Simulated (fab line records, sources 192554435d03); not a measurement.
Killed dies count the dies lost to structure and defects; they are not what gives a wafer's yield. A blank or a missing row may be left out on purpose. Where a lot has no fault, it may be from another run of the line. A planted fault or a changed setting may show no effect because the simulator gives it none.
What tool caused it? / flow n5 finfet / Sampling: 6 lots, 16 wafers, 3 of 1938 route steps

== WHAT THE GAUGES SHOWED, per wafer ==
N5_SD_EPI_P_CD_MEAS_09: the cd target is 240 nm.
lot=L745; measured=day 3 11:40; on=cd sem-01; cd nm (nm)=238.5 239.2 238.9
lot=L749; measured=day 4 13:31; on=cd sem-02; cd nm (nm)=239.6 240.1 239.1
lot=L751; measured=day 4 23:17; on=cd sem-01; cd nm (nm)=239.2 240.4 240.0
lot=L756; measured=day 6 06:04; on=cd sem-01; cd nm (nm)=239.4 239.0 240.4
lot=L757; measured=day 6 16:09; on=cd sem-02; cd nm (nm)=240.2 240.0
lot=L760; measured=day 7 06:05; on=cd sem-01; cd nm (nm)=240.0 238.9

== EACH LOT AND THE TOOL THAT RAN IT (in order: tool; ch and the chambers of the sampled wafers; start) ==
lot=L745; N5_DUMMY_GATE_ETCH_44=rie si-02 ch 0,1,2, day 3 04:26; N5_SD_EPI_N_PRECLEAN_49=remote plasma-02 ch 0, day 3 10:49
lot=L749; N5_DUMMY_GATE_ETCH_44=rie si-02 ch 0,3, day 4 07:21; N5_SD_EPI_N_PRECLEAN_49=remote plasma-01 ch 1, day 4 12:52
lot=L751; N5_DUMMY_GATE_ETCH_44=rie si-01 ch 0,2, day 4 17:12; N5_SD_EPI_N_PRECLEAN_49=remote plasma-01 ch 1, day 4 22:26
lot=L756; N5_DUMMY_GATE_ETCH_44=rie si-02 ch 0,1,3, day 6 00:07; N5_SD_EPI_N_PRECLEAN_49=remote plasma-02 ch 0, day 6 05:17
lot=L757; N5_DUMMY_GATE_ETCH_44=rie si-02 ch 2, day 6 10:19; N5_SD_EPI_N_PRECLEAN_49=remote plasma-02 ch 1, day 6 15:23
lot=L760; N5_DUMMY_GATE_ETCH_44=rie si-06 ch 0,1, day 7 00:22; N5_SD_EPI_N_PRECLEAN_49=remote plasma-02 ch 1, day 7 05:29
- N5_DUMMY_GATE_ETCH_44: etches poly-Si in HBr/O2, stops on SiO2, target depth 127.5 nm.
- N5_SD_EPI_N_PRECLEAN_49: cleans in NF3:NH3, afs cycles 1, time 20 s, sublimation time 60 s.

== THE ANSWER, worked out from the rows above alone ==
Rule: the usual values come from the lots themselves. The widest of any qualifying gaps counts: lots, ordered by their means at a reading, are off when they make up no more than a third of the lots, leave a main group of 4 or more, and stand apart from it by 3 or more times the standard deviation of that group's means. A main group whose means are all the same, to the digits that the tables above print for the reading, isn't used. Also off: a lot with no number at a reading for which 4 or more lots have one. Any other lot the step has rows for is counted as sound.
Across all readings shown, no lot is off: no conclusion can be drawn from this.

== WHAT WAS PUT IN BY THE SIMULATOR ==
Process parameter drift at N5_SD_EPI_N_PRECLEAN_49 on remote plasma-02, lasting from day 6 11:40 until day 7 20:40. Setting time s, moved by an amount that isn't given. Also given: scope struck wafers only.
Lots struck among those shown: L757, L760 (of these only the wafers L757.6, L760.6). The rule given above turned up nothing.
